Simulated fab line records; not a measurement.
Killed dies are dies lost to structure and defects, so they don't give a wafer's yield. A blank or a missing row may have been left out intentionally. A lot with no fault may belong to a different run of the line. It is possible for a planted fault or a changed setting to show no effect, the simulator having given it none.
Matching of chambers ; flow nand harc ; 4 sister chambers for NHARC_P_BONDPAD_ETCH_37 on rie diel-10
The step etches the open film in N2/H2, target depth 60 nm, overetch 18 nm, time 65.91 s. 4 wafers are shown with their chamber, then 8 later ones without.

WAFERS WITH THEIR CHAMBER
wafer;chamber;showerhead plenum p Torr (Torr)
L087.1;2;1.94
L087.2;0;2.01
L087.3;3;2.06
L091.1;1;2.12

WAFERS WITH NO CHAMBER GIVEN
wafer;showerhead plenum p Torr (Torr)
L091.5;1.94
L091.6;2.06
L093.2;2.06
L093.3;2.13
L093.4;2.01
L096.1;2.05
L096.2;2.01
L096.4;2.12

WHICH CHAMBER EACH WENT THROUGH
wafer;from the rows above;in truth
L091.5;2;2
L091.6;3;3
L093.2;3;3
L093.3;1;1
L093.4;0;0
L096.1;3;3
L096.2;0;0
L096.4;1;1
8 of 8 placed correctly. Can't be placed from these rows: 0. Wrongly placed: 0.
How it was worked out, from the rows above alone: a wafer's distance from a chamber is the root of the sum, over the readings, of the square of ((its reading less the chamber's mean) divided by the reading's scatter). The wafer belongs to the nearest chamber; if the next one is less than 2 further off, it can't be placed. A chamber's mean is the mean of its shown wafers. The scatter: root of mean squared gap, hidden wafer to nearest shown wafer, with one shown wafer a chamber.
